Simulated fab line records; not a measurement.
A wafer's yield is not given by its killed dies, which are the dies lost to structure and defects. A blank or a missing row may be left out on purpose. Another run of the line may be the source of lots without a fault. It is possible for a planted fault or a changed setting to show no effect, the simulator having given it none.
Matching of chambers    flow n5-finfet    3 sister chambers for N5_BEOL_M5_CURE_80 on uv-cure-02
The step cures SiCOH lowk, time 120 s. 30 wafers are shown with their chamber, then 12 later ones without.

== WAFERS, EACH WITH ITS CHAMBER ==
wafer   chamber  wafer_temp_C_max  lamp-power-pct (%)
L076.1  0        371.6             52.35
L076.4  0        371.3             52.21
L076.6  0        371.2             52.35
L075.1  1        373.1             52.29
L075.2  1        372.8             52.35
L075.3  1        372.4             52.26
L075.4  1        373.0             52.40
L075.5  1        372.6             52.22
L075.6  1        372.5             52.39
L079.2  0        372.2             52.36
L079.4  0        372.3             52.34
L079.6  0        372.0             52.39
L078.1  2        371.9             52.35
L078.2  2        371.9             52.25
L078.5  2        373.0             52.35
L081.3  2        372.0             52.27
L081.5  2        372.9             52.41
L081.6  2        371.6             52.36
L080.1  2        372.3             52.37
L080.4  2        372.1             52.39
L080.5  2        372.1             52.29
L082.1  0        372.4             52.31
L082.2  0        372.2             52.23
L082.5  0        372.0             52.37
L084.1  1        373.1             52.33
L084.2  1        373.1             52.35
L084.3  1        373.7             52.23
L085.1  0        371.6             52.29
L085.2  0        371.8             52.29
L085.3  0        371.6             52.32

SIGNATURES (means of the wafers above)
reading           chamber 0  chamber 1  chamber 2  scatter within a chamber
wafer_temp_C_max  371.850    372.922    372.200    0.418
lamp-power-pct    52.3175    52.3133    52.3378    0.0587
Rule: a wafer's distance from a chamber is the root of the sum, over the readings, of the square of ((its reading less the chamber's mean) divided by the reading's scatter). If the next closest chamber is less than 2 further off than the closest, the wafer can't be placed; otherwise it belongs to the closest. The scatter: the root of (the sum of the squares of (reading less its chamber's mean) over the shown wafers, divided by (wafers less chambers)).

== WAFERS WITHOUT THEIR CHAMBER ==
wafer   wafer_temp_C_max  lamp-power-pct (%)
L086.1  371.7             52.19
L086.2  372.3             52.33
L086.4  371.8             52.28
L089.2  371.8             52.33
L089.5  372.2             52.35
L089.6  372.2             52.29
L096.1  371.9             52.31
L096.2  371.8             52.35
L096.5  371.6             52.24
L097.1  372.3             52.26
L097.2  371.9             52.27
L097.5  372.2             52.30

== THE CHAMBER EACH PASSED THROUGH ==
wafer   from the rows above           in truth
L086.1  can't be placed: 0 or 2 or 1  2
L086.2  can't be placed: 2 or 0 or 1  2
L086.4  can't be placed: 0 or 2       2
L089.2  can't be placed: 0 or 2       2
L089.5  can't be placed: 2 or 0 or 1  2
L089.6  can't be placed: 2 or 0 or 1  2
L096.1  can't be placed: 0 or 2       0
L096.2  can't be placed: 0 or 2       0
L096.5  can't be placed: 0 or 2 or 1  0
L097.1  can't be placed: 2 or 0 or 1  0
L097.2  can't be placed: 0 or 2 or 1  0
L097.5  can't be placed: 2 or 0 or 1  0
0 of 12 placed correctly. Can't be placed from these rows: 12 (the true chamber is among the candidates in 12). Placed wrongly: 0.
